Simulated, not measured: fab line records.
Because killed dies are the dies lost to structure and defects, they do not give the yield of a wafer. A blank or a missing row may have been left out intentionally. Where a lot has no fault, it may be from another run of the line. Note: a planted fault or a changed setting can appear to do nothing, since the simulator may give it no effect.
Matching of chambers | flow n5-finfet | N5_BEOL_M9_DEP_56 on pecvd-03 has 3 sister chambers
The step deposits SiCN from 3MS/NH3, target thk 15 nm, time 26.5 s. 6 wafers are shown with their chamber, then 11 later ones without.

EACH WAFER AND ITS CHAMBER
wafer  | chamber | showerhead-vpp-V (V) | throttle-valve-pct (%)
L083.6 | 2       | 813                  | 8.1
L087.2 | 2       | 812                  | 8.4
L089.2 | 1       | 931                  | 9.5
L089.3 | 0       | 840                  | 9.4
L089.6 | 0       | 838                  | 9.2
L088.1 | 1       | 936                  | 9.3

WAFERS WHOSE CHAMBER IS MISSING
wafer  | showerhead-vpp-V (V) | throttle-valve-pct (%)
L088.3 | 848                  | 9.5
L088.6 | 838                  | 9.6
L092.1 | 805                  | 8.2
L092.2 | 848                  | 9.5
L092.6 | 847                  | 9.0
L095.2 | 850                  | 9.3
L095.5 | 851                  | 9.4
L095.6 | 926                  | 9.5
L096.2 | 869                  | 9.0
L096.4 | 936                  | 9.5
L096.5 | 922                  | 9.2

EACH ONE'S CHAMBER
wafer  | from the rows above | in truth
L088.3 | 0                   | 0
L088.6 | 0                   | 0
L092.1 | 2                   | 2
L092.2 | 0                   | 0
L092.6 | 0                   | 0
L095.2 | 0                   | 0
L095.5 | 0                   | 0
L095.6 | 1                   | 1
L096.2 | 0                   | 0
L096.4 | 1                   | 1
L096.5 | 1                   | 1
Correct placement for 11 of the 11. Number that these rows cannot place: 0. Placed wrongly: 0.
How it was worked out, from the rows above alone: a wafer's distance from a chamber is the root of the sum, over the readings, of the square of ((its reading less the chamber's mean) divided by the reading's scatter). The wafer belongs to the nearest chamber; if the next one is less than 2 further off, it can't be placed. The mean given for a chamber averages the wafers shown for that chamber. How the scatter is found: for the shown wafers, subtract from each reading the mean of its chamber, square and add these, divide the total by (wafers less chambers), then take the root.
